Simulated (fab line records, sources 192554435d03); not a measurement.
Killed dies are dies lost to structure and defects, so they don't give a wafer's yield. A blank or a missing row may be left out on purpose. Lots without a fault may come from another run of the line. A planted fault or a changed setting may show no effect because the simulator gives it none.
Chamber matching | flow n5_finfet | N5_MOL_CONTACT_COAG_ALD_131 on ald_sin-04: 4 sister chambers
The step deposits SiO2, target thk 5 nm, pulse time 1 s, co reactant pulse time 1 s. 4 wafers are shown with their chamber, then 9 later ones without.

WAFERS WITH THEIR CHAMBER
wafer  | chamber | heater_power_w (W)
L089.4 | 3       | 84
L089.6 | 2       | 78
L088.4 | 1       | 83
L088.6 | 0       | 66

WAFERS WITHOUT THEIR CHAMBER
wafer  | heater_power_w (W)
L090.1 | 65
L090.5 | 87
L090.6 | 80
L095.1 | 81
L095.3 | 85
L095.6 | 65
L097.1 | 81
L097.2 | 84
L097.5 | 84

WHICH CHAMBER EACH WENT THROUGH
wafer  | from the rows above          | in truth
L090.1 | 0                            | 0
L090.5 | can't be placed: 3 or 1      | 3
L090.6 | can't be placed: 2 or 1 or 3 | 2
L095.1 | can't be placed: 1 or 2 or 3 | 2
L095.3 | can't be placed: 3 or 1      | 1
L095.6 | 0                            | 0
L097.1 | can't be placed: 1 or 2 or 3 | 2
L097.2 | can't be placed: 3 or 1      | 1
L097.5 | can't be placed: 3 or 1      | 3
Placed correctly: 2 of 9. Can't be placed from these rows: 7 (the true chamber is among the candidates in 7). Placed wrongly: 0.
How it was worked out, from the rows above alone: a wafer's distance from a chamber is the root of the sum, over the readings, of the square of ((its reading less the chamber's mean) divided by the reading's scatter). The wafer belongs to the nearest chamber; if the next one is less than 2 further off, it can't be placed. A chamber's mean is the mean of its shown wafers. The scatter: with one shown wafer a chamber, the root of the mean of the squares of how far each hidden wafer lies from its nearest shown one.
